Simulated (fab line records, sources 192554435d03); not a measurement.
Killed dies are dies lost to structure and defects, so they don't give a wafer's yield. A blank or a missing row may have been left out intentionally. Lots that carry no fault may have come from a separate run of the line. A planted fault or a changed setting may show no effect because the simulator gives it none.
fab line records | flow n5Finfet
record lots=24 wafers=72 lastDay=19
route steps=1938 shown BEOL_M3@1015 BEOL_M4@1045 BEOL_M5@1135
lots with no fault: from the same line, run without faults
startH: the number of hours between the record's first day and the start of the first shown wafer of the lot | waitH: how many hours have passed since the lot's step before this one | " the same as in the row above | L1.1+2: one row covering several wafers at once | - value missing, or start not given | * or withheld: withheld | < > ~ a bound
route shown NAME@n: NAME is a module with steps in the file, n the number in the route of the first one | usual: the fault-free wafers' mean and standard deviation | same: alike in all rows | chamber/n: place in a boat | sites: each site's reading | _std_site: their standard deviation | _edge_site: the outer-site mean with the inner-site mean subtracted | radiusMm: how far each site lies from the wafer's centre | mask NAME#n: copy n | behind: the last tool/chamber to shape the wafer | hold: what put the lot on hold/how long, in hours/how the hold closed | device: names the non-switching transistor (n, p or np) | end of line: tests of these same wafers at the route's end | a step with no rows: only its recipe | killed: dies that structure and defects cost at the first sort, which is not the same as the wafer's yield | map: shows each die of a wafer: x if killed, . if not, _ if none is there
set.NAME: the setting that was run; set.NAME@STEP: the one run at that earlier step | model.NAME: the simulator's own value behind a step, which no gauge read
route steps across a sampled set of lots; one table per step, one row per wafer
services: the hour from which a tool's chamber was out of use, counted from the record's first day as startH (under 0 if before that day), plus the number of hours and why
## steps
# step N5_BEOL_M3_PRE_CLEAN_60
# recipe gas=NH3/H2 timeS=15 tempC=* rfPowerW=300
# usual heaterPowerW=84/25
# columns lot.wafer tool chamber startH waitH heaterPowerW
L075.1 cvdCo-01 0 174.03 0.0 78
L075.2 " 1 " " 80
L075.6 " 0 " " 77
L074.2 cvdCo-02 1 174.69 0.0 111
L074.3 " 2 " " 76
L074.5 " 2 " " 77
L076.1 cvdCo-02 1 178.81 0.0 113
L076.3 " 0 " " 41
L076.6 " 2 " " 77
L078.1 cvdCo-01 0 179.30 0.0 74
L078.3 " 2 " " 112
L078.5 " 2 " " 117
L077.1 cvdCo-01 2 181.72 0.0 118
L077.4 " 2 " " 118
L077.5 " 1 " " 78
L079.1 cvdCo-01 1 188.70 0.0 80
L079.4 " 2 " " 116
L079.6 " 1 " " 79
L080.2 cvdCo-02 1 190.27 0.0 110
L080.5 " 2 " " 79
L080.6 " 1 " " 114
L081.1 cvdCo-01 0 192.89 0.0 77
L081.3 " 1 " " 79
L081.6 " 1 " " 78
L082.2 cvdCo-02 2 201.45 0.0 78
L082.4 " 0 " " 42
L082.5 " 1 " " 109
L083.1 cvdCo-02 2 241.27 0.0 81
L083.4 " 1 " " 114
L083.5 " 2 " " 77
L084.1 cvdCo-02 1 243.77 0.1 112
L084.5 " 1 " " 111
L084.6 " 2 " " 80
L085.1 cvdCo-01 0 260.77 0.0 78
L085.4 " 1 " " 79
L085.5 " 0 " " 77
L086.1 cvdCo-01 1 264.87 0.0 79
L086.2 " 0 " " 77
L086.4 " 1 " " 81
L088.2 cvdCo-02 2 271.66 0.3 80
L088.3 " 0 " " 42
L088.5 " 0 " " 42
L087.1 cvdCo-01 1 271.80 0.0 79
L087.5 " 0 " " 78
L087.6 " 2 " " 116
L089.1 cvdCo-02 1 274.29 0.0 114
L089.3 " 0 " " 43
L089.4 " 1 " " 113
L090.4 cvdCo-01 1 274.74 0.1 79
L090.5 " 0 " " 79
L090.6 " 2 " " 114
L091.1 cvdCo-02 1 276.39 0.2 113
L091.2 " 0 " " 42
L091.4 " 2 " " 79
L093.2 cvdCo-01 2 278.90 0.0 118
L093.3 " 1 " " 79
L093.5 " 2 " " 122
L092.4 cvdCo-01 1 285.84 0.1 78
L092.5 " 0 " " 79
L092.6 " 2 " " 116
L095.1 cvdCo-01 0 290.06 0.0 77
L095.3 " 1 " " 79
L095.5 " 0 " " 78
L094.1 cvdCo-02 1 292.47 0.0 112
L094.2 " 2 " " 80
L094.3 " 0 " " 42
L096.1 cvdCo-02 2 319.95 0.0 81
L096.5 " 0 " " 42
L096.6 " 2 " " 80
L097.1 cvdCo-02 0 331.20 0.0 42
L097.3 " 1 " " 114
L097.5 " 1 " " 112
# step N5_BEOL_M3_DEP_57
# recipe material=SiCN targetThkA=80 tempC=withheld precursor=3MS/NH3 pressureTorr=3 rfW=202 timeS=14
# usual showerheadPlenumPTorr=3.663/0.019 throttleValvePct=8.9/0.4
# columns lot.wafer tool chamber startH waitH showerheadPlenumPTorr throttleValvePct
L075.1 pecvd-01 0 174.19 0.0 3.683 8.2
L075.2 " 2 " " 3.642 8.9
L075.6 " 2 " " 3.659 9.0
L074.2 pecvd-01 0 174.84 0.0 3.698 8.1
L074.3 " 2 " " 3.649 9.1
L074.5 " 2 " " 3.649 8.7
L076.1 pecvd-01 0 178.96 0.0 3.677 8.4
L076.3 " 1 " " 3.654 9.3
L076.6 " 0 " " 3.675 8.2
L078.1 pecvd-01 1 179.46 0.0 3.653 9.3
L078.3 " 0 " " 3.683 8.3
L078.5 " 0 " " 3.686 8.3
L077.1 pecvd-04 1 181.88 0.0 3.652 9.3
L077.4 " 0 " " 3.689 9.6
L077.5 " 1 " " 3.655 9.5
L079.1 pecvd-01 1 188.86 0.0 3.653 9.4
L079.4 " 2 " " 3.644 8.8
L079.6 " 0 " " 3.689 8.3
L080.2 pecvd-01 0 190.43 0.0 3.687 8.3
L080.5 " 1 " " 3.648 9.4
L080.6 " 2 " " 3.655 8.9
L081.1 pecvd-03 1 193.05 0.0 3.668 9.2
L081.3 " 2 " " 3.628 8.8
L081.6 " 0 " " 3.653 8.8
L082.2 pecvd-04 1 201.61 0.0 3.660 9.0
L082.4 " 2 " " 3.680 8.5
L082.5 " 1 " " 3.648 9.4
L083.1 pecvd-04 1 241.44 0.0 3.657 9.1
L083.4 " 0 " " 3.683 9.1
L083.5 " 2 " " 3.681 8.5
L084.1 pecvd-04 0 243.92 0.0 3.683 9.5
L084.5 " 1 " " 3.664 9.4
L084.6 " 0 " " 3.677 9.3
L085.1 pecvd-04 2 260.92 0.0 3.679 8.9
L085.4 " 0 " " 3.696 9.5
L085.5 " 2 " " 3.670 8.9
L086.1 pecvd-04 1 265.03 0.0 3.656 9.4
L086.2 " 0 " " 3.686 9.5
L086.4 " 0 " " 3.690 9.4
L088.2 pecvd-03 1 271.82 0.0 3.655 8.9
L088.3 " 0 " " 3.649 8.9
L088.5 " 2 " " 3.625 8.7
L087.1 pecvd-01 2 271.96 0.0 3.651 8.8
L087.5 " 2 " " 3.645 9.0
L087.6 " 1 " " 3.667 9.2
L089.1 pecvd-04 1 274.45 0.0 3.654 9.3
L089.3 " 0 " " 3.690 9.5
L089.4 " 2 " " 3.680 8.6
L090.4 pecvd-01 0 274.89 0.0 3.685 8.1
L090.5 " 2 " " 3.643 9.1
L090.6 " 1 " " 3.659 9.1
L091.1 pecvd-03 0 276.55 0.0 3.653 9.0
L091.2 " 1 " " 3.656 9.2
L091.4 " 1 " " 3.657 8.8
L093.2 pecvd-01 2 279.06 0.0 3.647 8.7
L093.3 " 1 " " 3.650 9.5
L093.5 " 0 " " 3.690 8.1
L092.4 pecvd-03 0 286.00 0.0 3.652 8.8
L092.5 " 2 " " 3.628 8.6
L092.6 " 0 " " 3.646 9.0
L095.1 pecvd-03 0 290.23 0.0 3.655 8.5
L095.3 " 0 " " 3.654 8.9
L095.5 " 0 " " 3.653 8.8
L094.1 pecvd-04 2 292.63 0.0 3.684 8.7
L094.2 " 0 " " 3.676 9.5
L094.3 " 1 " " 3.664 9.2
L096.1 pecvd-01 1 320.10 0.0 3.677 9.0
L096.5 " 1 " " 3.655 9.3
L096.6 " 2 " " 3.644 8.9
L097.1 pecvd-03 2 331.36 0.0 3.633 9.0
L097.3 " 1 " " 3.656 9.0
L097.5 " 0 " " 3.659 9.0
# step N5_BEOL_M4_STRIP_19
# recipe chemistry=O2 powerW=400 tempC=40 pressureMtorr=30 rfFrequencyHz=6e+07 biasPowerW=0 overashFraction=0.2 o2FlowSccm=225
# usual drypumpMotorCurrentA=5.5/0.42 oesProductAu=0.84/0.064 rfVppV=3.6/0.49 showerheadPlenumPTorr=2.12/0.082 throttleValvePct=16.59/0.16
# columns lot.wafer tool chamber startH waitH drypumpMotorCurrentA oesProductAu rfHoursCounterH rfVppV showerheadPlenumPTorr throttleValvePct
L075.1 rieDiel-04 1 176.23 0.1 6.5 0.86 49 3.6 2.04 16.81
L075.2 " 2 " " 5.5 0.81 91 3.5 2.11 16.34
L075.6 " 2 " " 5.5 0.81 - 4.7 2.11 16.33
L074.2 rieDiel-03 1 176.59 0.1 5.3 0.89 35 3.4 2.25 16.41
L074.3 " 2 " " 5.6 0.75 123 3.4 2.01 16.76
L074.5 " 2 " " 5.6 0.75 - 3.0 2.01 16.74
L076.1 rieDiel-03 1 181.37 0.1 5.3 0.89 37 4.1 2.25 16.39
L076.3 " 3 " " 5.4 0.79 92 3.3 2.20 16.50
L076.6 " 3 " " 5.4 0.79 - 4.3 2.20 16.48
L078.1 rieDiel-04 1 181.65 0.1 6.5 0.87 52 3.1 2.04 16.84
L078.3 " 3 " " 5.8 0.95 9 3.4 2.23 16.57
L078.5 " 3 " " 5.8 0.94 - 4.1 2.23 16.57
L077.1 rieDiel-04 3 183.39 0.1 5.9 0.95 10 4.3 2.23 16.59
L077.4 " 2 " " 5.4 0.81 - 4.5 2.11 16.33
L077.5 " 3 " " 5.9 0.94 - 2.9 2.23 16.60
L079.1 rieDiel-04 2 191.20 0.1 5.4 0.81 99 3.2 2.11 16.37
L079.4 " 3 " " 5.8 0.92 - 3.5 2.23 16.60
L079.6 " 2 " " 5.4 0.81 - 3.6 2.11 16.34
L080.2 rieDiel-01 0 192.55 0.3 5.5 0.90 20 3.3 2.05 16.49
L080.5 " 3 " " 5.0 0.91 - 2.9 2.14 16.46
L080.6 " 0 " " 5.4 0.90 - 4.7 2.05 16.50
L081.1 rieDiel-01 0 198.18 0.1 5.5 0.90 22 3.9 2.05 16.50
L081.3 " 2 " " 6.0 0.68 247 3.4 1.97 16.86
L081.6 " 2 " " 5.9 0.68 - 3.7 1.97 16.83
L082.2 rieDiel-03 0 204.77 0.1 5.4 0.75 140 3.9 2.04 16.80
L082.4 " 3 " " 5.5 0.79 97 3.1 2.20 16.48
L082.5 " 0 " " 5.4 0.75 - 4.1 2.04 16.80
L083.1 rieDiel-01 1 244.20 0.1 5.2 0.89 25 3.7 2.14 16.45
L083.4 " 3 " " 5.0 0.88 52 3.6 2.13 16.49
L083.5 " 1 " " 5.2 0.90 - 3.6 2.14 16.47
L084.1 rieDiel-01 3 247.26 0.2 4.9 0.87 54 4.6 2.13 16.48
L084.5 " 0 " " 5.5 0.86 - 2.9 2.05 16.53
L084.6 " 3 " " 4.9 0.86 - 3.7 2.13 16.48
L085.1 rieDiel-03 0 263.24 0.2 5.3 0.74 158 3.6 2.03 16.83
L085.4 " 1 " " 5.3 0.84 63 2.7 2.24 16.45
L085.5 " 0 " " 5.3 0.73 - 3.6 2.03 16.82
L086.1 rieDiel-01 2 268.76 0.2 6.0 0.94 13 4.1 2.22 16.49
L086.2 " 0 " " 5.5 0.85 46 4.1 2.04 16.54
L086.4 " 1 " " 5.3 0.87 35 4.2 2.14 16.47
L088.2 rieDiel-04 0 275.09 0.1 5.1 0.89 18 3.3 2.07 16.70
L088.3 " 3 " " 5.8 0.88 39 3.6 2.22 16.65
L088.5 " 0 " " 5.1 0.89 - 3.6 2.07 16.72
L087.1 rieDiel-01 1 275.23 0.1 5.2 0.87 36 3.2 2.14 16.48
L087.5 " 1 " " 5.2 0.87 - 3.6 2.14 16.49
L087.6 " 0 " " 5.5 0.86 - 3.5 2.04 16.56
L089.1 rieDiel-03 0 276.35 0.1 5.4 0.74 161 3.2 2.03 16.84
L089.3 " 1 " " 5.3 0.85 66 3.6 2.24 16.44
L089.4 " 3 " " 5.4 0.76 119 4.3 2.19 16.53
L090.4 rieDiel-01 1 276.59 0.1 5.2 0.87 37 4.1 2.14 16.50
L090.5 " 1 " " 5.2 0.86 - 3.2 2.14 16.48
L090.6 " 0 " " 5.5 0.85 - 3.8 2.04 16.56
L091.1 rieDiel-04 1 279.35 0.1 6.5 0.83 82 3.5 2.03 16.89
L091.2 " 2 " " 5.4 0.79 124 3.7 2.10 16.38
L091.4 " 0 " " 5.1 0.88 19 3.2 2.07 16.70
L093.2 rieDiel-03 0 280.67 0.1 5.3 0.73 163 2.6 2.03 16.85
L093.3 " 1 " " 5.3 0.85 68 3.0 2.24 16.43
L093.5 " 1 " " 5.3 0.84 - 3.5 2.24 16.44
L092.4 rieDiel-03 3 287.24 0.1 5.5 0.76 122 3.7 2.19 16.54
L092.5 " 0 " " 5.3 0.73 - 3.0 2.03 16.84
L092.6 " 1 " " 5.3 0.85 - 3.0 2.24 16.45
L095.1 rieDiel-04 2 295.39 0.1 5.4 0.78 129 5.0 2.10 16.41
L095.3 " 3 " " 5.8 0.85 46 4.3 2.22 16.66
L095.5 " 1 " " 6.5 0.82 - 3.7 2.03 16.89
L094.1 rieDiel-01 0 295.45 0.1 5.5 0.85 56 3.0 2.04 16.55
L094.2 " 3 " " 4.9 0.85 73 3.4 2.13 16.52
L094.3 " 2 " " 5.9 0.93 23 3.8 2.22 16.52
L096.1 rieDiel-04 2 322.27 0.1 5.4 0.77 137 4.3 2.09 16.42
L096.5 " 3 " " 5.9 0.85 - 3.1 2.21 16.66
L096.6 " 2 " " 5.4 0.77 - 3.3 2.09 16.41
L097.1 rieDiel-01 2 333.22 0.1 5.9 0.89 36 4.0 2.22 16.54
L097.3 " 0 " " 5.5 0.81 69 3.7 2.04 16.57
L097.5 " 1 " " 5.2 0.84 - 4.0 2.13 16.51
# step N5_BEOL_M4_OCD_MEAS_38
# usual trenchDepthNm=55.8/1
# columns lot.wafer tool chamber startH waitH trenchDepthNm
L075.1 ocd-02 - 180.97 - 56.5
L075.2 " - " " 57.5
L075.6 " - " " 55.4
L074.2 ocd-02 - 181.17 - 55.9
L074.3 " - " " 55.7
L074.5 " - " " 55.5
L078.1 ocd-01 - 187.98 - 56.7
L078.3 " - " " 57.0
L078.5 " - " " 57.5
L076.1 ocd-01 - 198.84 - 55.2
L076.3 " - " " 56.4
L076.6 " - " " 55.0
L077.1 ocd-02 - 203.93 - 54.3
L077.4 " - " " 56.5
L077.5 " - " " 57.1
L079.1 ocd-01 - 204.80 - 56.7
L079.4 " - " " 56.2
L079.6 " - " " 56.4
L080.2 ocd-01 - 205.11 - 56.5
L080.5 " - " " 55.3
L080.6 " - " " 54.6
L082.2 ocd-01 - 233.01 - 56.1
L082.4 " - " " 56.0
L082.5 " - " " 56.3
L081.1 ocd-01 - 233.49 - 55.2
L081.3 " - " " 56.8
L081.6 " - " " 56.0
L083.1 ocd-02 - 246.03 - 56.7
L083.4 " - " " 57.2
L083.5 " - " " 56.6
L084.1 ocd-02 - 250.48 - 56.1
L084.5 " - " " 56.0
L084.6 " - " " 56.1
L085.1 ocd-02 - 270.70 - 55.7
L085.4 " - " " 56.9
L085.5 " - " " 54.7
L086.1 ocd-01 - 271.06 - 57.5
L086.2 " - " " 54.0
L086.4 " - " " 56.1
L088.2 ocd-02 - 278.42 - 57.0
L088.3 " - " " 56.8
L088.5 " - " " 56.2
L087.1 ocd-01 - 285.10 - 57.5
L087.5 " - " " 56.5
L087.6 " - " " 56.2
L089.1 ocd-01 - 288.50 - 53.9
L089.3 " - " " 54.4
L089.4 " - " " 56.0
L093.2 ocd-02 - 294.00 - 55.4
L093.3 " - " " 55.2
L093.5 " - " " 55.9
L090.4 ocd-01 - 294.03 - 55.4
L090.5 " - " " 55.8
L090.6 " - " " 57.1
L091.1 ocd-01 - 294.06 - 55.4
L091.2 " - " " 57.3
L091.4 " - " " 56.4
L092.4 ocd-01 - 303.08 - 54.6
L092.5 " - " " 56.4
L092.6 " - " " 55.3
L095.1 ocd-01 - 303.35 - 55.9
L095.3 " - " " 55.5
L095.5 " - " " 55.4
L094.1 ocd-02 - 314.38 - 54.6
L094.2 " - " " 53.6
L094.3 " - " " 55.9
L096.1 ocd-01 - 329.14 - 55.0
L096.5 " - " " 55.9
L096.6 " - " " 55.7
L097.1 ocd-01 - 341.80 - 54.8
L097.3 " - " " 55.8
L097.5 " - " " 55.2
# step N5_BEOL_M4_DEP_57
# recipe material=SiCN targetThkA=80 tempC=withheld precursor=3MS/NH3 pressureTorr=3 rfW=202 timeS=14
# usual showerheadPlenumPTorr=3.668/0.012 throttleValvePct=8.9/0.33
# columns lot.wafer tool chamber startH waitH showerheadPlenumPTorr throttleValvePct
L075.1 pecvd-04 2 185.23 0.0 3.672 8.7
L075.2 " 0 " " 3.692 9.3
L075.6 " 2 " " 3.680 8.7
L074.2 pecvd-02 1 185.57 0.0 3.672 8.9
L074.3 " 2 " " 3.681 9.0
L074.5 " 2 " " 3.676 8.7
L078.1 pecvd-01 1 192.61 0.0 3.657 9.3
L078.3 " 0 " " 3.689 8.4
L078.5 " 0 " " 3.686 8.5
L076.1 pecvd-01 2 204.08 0.0 3.653 8.9
L076.3 " 1 " " 3.655 9.0
L076.6 " 0 " " 3.683 8.3
L077.1 pecvd-01 1 208.53 0.0 3.662 9.1
L077.4 " 1 " " 3.653 9.2
L077.5 " 2 " " 3.645 9.0
L079.1 pecvd-02 2 209.27 0.0 3.687 8.7
L079.4 " 2 " " 3.671 8.8
L079.6 " 2 " " 3.677 8.6
L080.2 pecvd-02 1 213.42 0.0 3.667 8.8
L080.5 " 1 " " 3.664 8.8
L080.6 " 2 " " 3.674 8.6
L082.2 pecvd-01 0 237.32 0.0 3.682 7.9
L082.4 " 0 " " 3.686 8.3
L082.5 " 2 " " 3.645 8.8
L081.1 pecvd-01 0 237.95 0.0 3.683 8.4
L081.3 " 2 " " 3.641 8.7
L081.6 " 0 " " 3.681 8.4
L083.1 pecvd-04 1 249.74 0.0 3.655 9.1
L083.4 " 2 " " 3.685 8.7
L083.5 " 1 " " 3.651 9.4
L084.1 pecvd-01 2 254.33 0.0 3.652 9.1
L084.5 " 0 " " 3.687 8.3
L084.6 " 1 " " 3.651 9.2
L085.1 pecvd-02 0 274.43 0.0 3.659 9.2
L085.4 " 0 " " 3.658 9.3
L085.5 " 2 " " 3.680 8.6
L086.1 pecvd-04 0 276.37 0.0 3.688 9.2
L086.2 " 2 " " 3.683 8.5
L086.4 " 0 " " 3.687 9.7
L088.2 pecvd-04 2 282.40 0.0 3.686 8.7
L088.3 " 1 " " 3.657 9.2
L088.5 " 2 " " 3.672 8.9
L087.1 pecvd-02 1 289.37 0.0 3.668 8.8
L087.5 " 2 " " 3.668 8.8
L087.6 " 0 " " 3.662 8.9
L089.1 pecvd-02 2 294.47 0.0 3.661 9.0
L089.3 " 0 " " 3.651 9.1
L089.4 " 1 " " 3.666 8.6
L093.2 pecvd-02 0 297.84 0.0 3.667 8.7
L093.3 " 1 " " 3.657 8.8
L093.5 " 2 " " 3.676 9.2
L090.4 pecvd-02 0 298.20 0.0 3.663 8.9
L090.5 " 1 " " 3.672 8.6
L090.6 " 2 " " 3.669 8.9
L091.1 pecvd-04 2 299.72 0.0 3.676 9.0
L091.2 " 1 " " 3.656 9.1
L091.4 " 2 " " 3.677 8.6
L092.4 pecvd-02 2 307.00 0.0 3.665 8.7
L092.5 " 1 " " 3.669 8.7
L092.6 " 0 " " 3.662 9.1
L095.1 pecvd-02 0 307.76 0.0 3.660 9.1
L095.3 " 2 " " 3.678 8.8
L095.5 " 0 " " 3.667 9.1
L094.1 pecvd-02 2 318.47 0.0 3.670 8.8
L094.2 " 0 " " 3.659 9.2
L094.3 " 1 " " 3.646 8.9
L096.1 pecvd-04 1 333.74 0.0 3.659 9.2
L096.5 " 0 " " 3.689 9.6
L096.6 " 1 " " 3.669 9.4
L097.1 pecvd-02 0 347.59 0.0 3.658 9.1
L097.3 " 2 " " 3.666 8.9
L097.5 " 1 " " 3.663 8.7
# step N5_BEOL_M5_STRIP_64
# recipe chemistry=CF4 resist=SiARC powerW=300 biasPowerW=75 pressureMtorr=50 cf4FlowSccm=150 rfFrequencyHz=6e+07
# usual drypumpMotorCurrentA=5.6/0.41 oesProductAu=0.76/0.075 rfVppV=271.1/1.4 showerheadPlenumPTorr=1.79/0.046 throttleValvePct=13.62/0.25
# columns lot.wafer tool chamber startH waitH drypumpMotorCurrentA oesProductAu rfHoursCounterH rfVppV showerheadPlenumPTorr throttleValvePct
L075.1 rieDiel-06 0 189.27 0.0 5.2 0.79 112 270.4 1.74 13.73
L075.2 " 2 " " 5.6 0.73 178 273.1 1.86 13.60
L075.6 " 1 " " 6.5 0.68 - 270.3 1.79 13.80
L074.2 rieDiel-02 0 189.30 0.0 5.1 0.70 199 271.8 1.86 13.96
L074.3 " 1 " " 5.6 0.84 50 270.4 1.77 13.67
L074.5 " 2 " " 6.1 0.75 - 270.4 1.79 13.59
L078.1 rieDiel-05 2 198.39 0.0 6.2 0.83 65 271.8 1.80 13.16
L078.3 " 0 " " 5.3 0.82 88 270.1 1.74 13.25
L078.5 " 1 " " 5.6 0.71 - 272.3 1.85 13.67
L076.1 rieDiel-05 2 206.84 0.0 6.2 0.82 67 271.2 1.80 13.15
L076.3 " 1 " " 5.6 0.70 219 272.0 1.85 13.66
L076.6 " 2 " " 6.2 0.83 - 271.8 1.80 13.16
L077.1 rieDiel-06 2 211.00 0.0 5.6 0.74 183 271.9 1.86 13.60
L077.4 " 0 " " 5.1 0.78 117 269.3 1.73 13.76
L077.5 " 2 " " 5.6 0.74 - 273.1 1.85 13.60
L079.1 rieDiel-06 2 212.10 0.0 5.6 0.73 183 273.3 1.86 13.60
L079.4 " 0 " " 5.2 0.78 117 269.0 1.73 13.75
L079.6 " 2 " " 5.6 0.74 - 273.1 1.85 13.60
L080.2 rieDiel-05 0 216.62 0.0 5.2 0.82 90 270.4 1.74 13.27
L080.5 " 2 " " 6.2 0.83 - 270.7 1.80 13.15
L080.6 " 3 " " 5.1 0.68 - 269.8 1.78 14.01
L082.2 rieDiel-02 3 241.07 0.0 5.6 0.88 16 269.9 1.74 13.22
L082.4 " 3 " " 5.6 0.89 - 270.3 1.74 13.21
L082.5 " 2 " " 6.0 0.73 - 270.2 1.78 13.65
L081.1 rieDiel-06 3 241.24 0.0 5.6 0.71 198 273.6 1.85 13.81
L081.3 " 2 " " 5.6 0.73 191 272.6 1.85 13.62
L081.6 " 3 " " 5.7 0.72 - 273.3 1.85 13.81
L083.1 rieDiel-05 0 252.36 0.0 5.2 0.80 99 270.0 1.74 13.28
L083.4 " 2 " " 6.2 0.81 77 270.9 1.80 13.18
L083.5 " 3 " " 5.1 0.95 - 269.7 1.78 13.44
L084.1 rieDiel-05 3 257.68 0.0 5.1 0.94 5 270.1 1.78 13.48
L084.5 " 0 " " 5.2 0.81 - 268.4 1.74 13.29
L084.6 " 1 " " 5.6 0.70 - 271.8 1.84 13.69
L085.1 rieDiel-06 0 276.95 0.0 5.2 0.76 136 270.0 1.73 13.78
L085.4 " 2 " " 5.6 0.72 - 273.2 1.85 13.65
L085.5 " 0 " " 5.2 0.77 - 268.7 1.73 13.79
L086.1 rieDiel-02 3 279.39 0.0 5.6 0.86 27 270.3 1.74 13.27
L086.2 " 0 " " 5.1 0.69 211 273.3 1.85 13.99
L086.4 " 2 " " 6.0 0.73 188 270.9 1.78 13.69
L088.2 rieDiel-02 0 286.19 0.0 5.1 0.69 213 274.5 1.85 14.00
L088.3 " 1 " " 5.6 0.80 78 270.6 1.76 13.73
L088.5 " 3 " " 5.6 0.85 - 271.7 1.74 13.26
L087.1 rieDiel-06 2 294.95 0.0 5.6 0.71 209 271.9 1.85 13.67
L087.5 " 0 " " 5.2 0.76 - 267.9 1.73 13.80
L087.6 " 3 " " 5.6 0.71 - 272.8 1.85 13.84
L089.1 rieDiel-02 3 298.87 0.0 5.6 0.86 33 269.5 1.74 13.27
L089.3 " 2 " " 6.0 0.72 194 271.0 1.78 13.66
L089.4 " 1 " " 5.6 0.79 83 269.0 1.76 13.74
L093.2 rieDiel-05 0 302.48 0.0 5.2 0.79 114 269.8 1.73 13.30
L093.3 " 3 " " 5.1 0.91 17 269.8 1.78 13.50
L093.5 " 3 " " 5.1 0.91 - 271.3 1.78 13.49
L090.4 rieDiel-05 1 302.93 0.0 5.6 0.69 243 274.0 1.84 13.72
L090.5 " 2 " " 6.2 0.80 - 271.5 1.79 13.21
L090.6 " 1 " " 5.6 0.68 - 271.5 1.84 13.73
L091.1 rieDiel-02 1 303.06 0.0 5.6 0.79 85 269.3 1.76 13.74
L091.2 " 3 " " 5.6 0.86 34 270.5 1.74 13.27
L091.4 " 2 " " 6.0 0.72 196 270.3 1.78 13.69
L092.4 rieDiel-06 1 314.11 0.0 6.5 0.94 2 271.8 1.78 13.29
L092.5 " 2 " " 5.6 0.71 - 271.9 1.85 13.68
L092.6 " 1 " " 6.5 0.93 - 270.1 1.78 13.28
L095.1 rieDiel-06 3 314.62 0.0 5.6 0.70 222 273.5 1.85 13.87
L095.3 " 1 " " 6.5 0.94 2 270.8 1.78 13.27
L095.5 " 1 " " 6.5 0.94 - 270.8 1.78 13.29
L094.1 rieDiel-02 3 321.85 0.0 5.6 0.85 39 270.0 1.74 13.27
L094.2 " 1 " " 5.6 0.79 89 269.7 1.75 13.75
L094.3 " 0 " " 5.1 0.68 224 271.4 1.85 14.01
L096.1 rieDiel-02 1 337.05 0.0 5.6 0.78 93 269.7 1.75 13.77
L096.5 " 2 " " 6.1 0.72 - 270.8 1.77 13.70
L096.6 " 3 " " 5.6 0.84 - 270.1 1.74 13.27
L097.1 rieDiel-06 2 350.84 0.0 5.6 0.70 227 272.3 1.84 13.69
L097.3 " 3 " " 5.7 0.69 233 272.5 1.84 13.90
L097.5 " 3 " " 5.7 0.69 - 271.2 1.84 13.91
## services
# columns tool chamber startH hours kind
rieDiel-04 2 165.85 1.5 repair
rieDiel-04 0 170.71 17.3 repair
cvdCo-01 - 178.62 0.5 repair
rieDiel-01 3 183.63 4.1 repair
pecvd-02 - 203.84 3.3 repair
rieDiel-02 3 205.74 6.4 repair
rieDiel-02 0 207.35 34.2 repair
pecvd-02 0 207.51 13.8 repair
cvdCo-01 - 219.89 0.2 repair
pecvd-04 0 245.24 6.4 repair
rieDiel-01 2 246.55 8.5 repair
rieDiel-02 - 257.56 0.3 repair
rieDiel-02 0 271.01 5.8 repair
rieDiel-01 1 287.24 4.2 repair
cvdCo-02 - 293.87 0.9 repair
rieDiel-06 - 295.07 0.1 repair
pecvd-02 - 299.94 5.5 pm
pecvd-01 0 310.77 1.8 repair
pecvd-04 1 321.81 5.6 repair
pecvd-02 - 323.14 0.7 repair
rieDiel-04 2 323.48 19.8 repair
pecvd-01 - 326.53 0.5 repair
pecvd-01 - 330.65 0.3 repair
pecvd-01 - 332.47 1.4 repair
## key
fault none
